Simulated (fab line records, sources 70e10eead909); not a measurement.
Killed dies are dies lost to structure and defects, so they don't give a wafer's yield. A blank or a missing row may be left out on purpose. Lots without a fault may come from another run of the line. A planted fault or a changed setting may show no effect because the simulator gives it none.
A struck lot beside a sound one | flow nand_harc | 22 steps out of a route of 1302
Sound: wafers L286.3, L286.4, L286.6. Struck: wafer L303.2. (L303.5, L303.6 of the same lot were not struck and are left out.) The cause comes at the end.
At each step with rows: each side's tool, then ch and its chambers, then its first start. Under that, the readings that differ: sound wafers | struck wafers | difference of the means | sigmas: that difference in standard deviations of wafers without a fault.
alike: readings whose means differ by less than 2 such deviations, and words and numbers that are the same on both sides. not compared: withheld readings, readings that some wafer has no value for, bounds like >300 that may hide the same value, and numbers for which the record gives no deviation and whose values overlap.
The two part at a step that has a row with sigmas, a row that says differs or no value, or rows on one side only. Numbers that don't overlap but have no deviation are shown without sigmas and don't part them. A reading that every wafer of one side lacks parts them only if that side has two wafers or more.

NHARC_A_CONTACT_CMP_20: polishes, t overpolish 30 s, target thk 300 nm.
  sound on cmp-03 ch 1,2, day 24 05:48; struck on cmp-04 ch 0, day 31 20:45
  alike: motor_current_A, overpolish_run_s, time_to_endpoint_s
then, 1 step without rows for these wafers: NHARC_A_CONTACT_SRD_22.
NHARC_A_CONTACT_INSPECT_23:
  sound on defect_inspect-01, day 24 06:12; struck on defect_inspect-01, day 31 21:10
  alike: raw_defect_count
then, 8 steps without rows for these wafers: NHARC_A_BLC_DEHYDRATE_00 (time 120 s); NHARC_A_BLC_HMDS_01 (time 30 s); NHARC_A_BLC_COAT_02 (time 75 s); NHARC_A_BLC_COAT_03 (time 65 s); NHARC_A_BLC_COAT_04 (resist thk 90 nm); NHARC_A_BLC_SOFTBAKE_05 (time 55 s); NHARC_A_BLC_EBR_06; NHARC_A_BLC_EXPOSE_07 (exposes mask A BLC, target cd 100 nm).
NHARC_A_BLC_PEB_08: peb time 65 s.
  sound on litho_track-06 ch 0, day 24 06:38; struck on litho_track-06 ch 0, day 31 21:35
  alike: chill_plate_temp_C, heater_power_total_W, resist_line_temp_C
then, 1 step without rows for these wafers: NHARC_A_BLC_DEVELOP_09 (develop time 35 s).
NHARC_A_BLC_CD_MEAS_10: target cd 100 nm.
  sound on cd_sem-01 ch 0, day 24 06:43; struck on cd_sem-02 ch 0, day 31 21:40
  reading    | sound            | struck | difference | sigmas
  cd_nm (nm) | 100.3 99.0 100.1 | 112.6  | +12.8      | +23
NHARC_A_BLC_OVL_MEAS_11:
  sound on overlay-02, day 24 06:47; struck on overlay-02, day 31 21:45
  alike: overlay_x_nm, overlay_y_nm
NHARC_A_BLC_INSPECT_12:
  sound on defect_inspect-02, day 24 06:50; struck on defect_inspect-01, day 31 21:47
  alike: raw_defect_count
NHARC_A_BLC_DESCUM_15: chemistry O2, time 3 s.
  sound on rie_diel-06 ch 0,1,3, day 24 06:55; struck on rie_diel-07 ch 1, day 31 21:52
  reading                | sound             | struck | difference | sigmas
  model.A_BLC.cd_nm (nm) | 99.09 99.53 99.27 | 112.1  | +12.8      |
  alike: drypump_motor_current_A, oes_product_au, rf_vpp_V, showerhead_plenum_p_Torr, throttle_valve_pct
  not compared: rf_hours_counter_h
NHARC_A_BLC_ETCH_16: etches the open film in CF4, target depth 39 nm, time 65 s.
  sound on rie_diel-06 ch 2,3, day 24 06:58; struck on rie_diel-07 ch 0, day 31 21:56
  reading                         | sound          | struck | difference | sigmas
  showerhead_plenum_p_Torr (Torr) | 1.79 1.89 1.89 | 1.67   | -0.19      | -2
  alike: drypump_motor_current_A, oes_product_au, rf_vpp_V, throttle_valve_pct
  not compared: rf_hours_counter_h
NHARC_A_BLC_ETCH_17: etches the open film in N2/H2, target depth 390 nm, time 609.38 s.
  sound on rie_diel-06 ch 0,1,3; struck on rie_diel-07 ch 0
  alike: drypump_motor_current_A, oes_product_au, rf_vpp_V, showerhead_plenum_p_Torr, throttle_valve_pct
  not compared: rf_hours_counter_h
NHARC_A_BLC_ETCH_18: etches the open film in C4F8/O2/Ar, target depth 910 nm.
  sound on rie_diel-06 ch 1,2; struck on rie_diel-07 ch 1
  reading                | sound             | struck | difference | sigmas
  model.A_BLC.cd_nm (nm) | 97.81 97.91 98.43 | 108.3  | +10.2      |
  alike: oes_product_au, rf_vpp_V
  not compared: rf_hours_counter_h
NHARC_A_BLC_CD_MEAS_19:
  sound on cd_sem-01, day 24 07:52; struck on cd_sem-02, day 31 22:49
  reading    | sound          | struck | difference | sigmas
  cd_nm (nm) | 97.8 98.1 98.5 | 108.0  | +9.9       | +4
then, 1 step without rows for these wafers: NHARC_END_SORT_01.

WHERE THEY PART
First at NHARC_A_BLC_CD_MEAS_10; last, within this record, at NHARC_A_BLC_CD_MEAS_19.

WHY: what the simulator had put in
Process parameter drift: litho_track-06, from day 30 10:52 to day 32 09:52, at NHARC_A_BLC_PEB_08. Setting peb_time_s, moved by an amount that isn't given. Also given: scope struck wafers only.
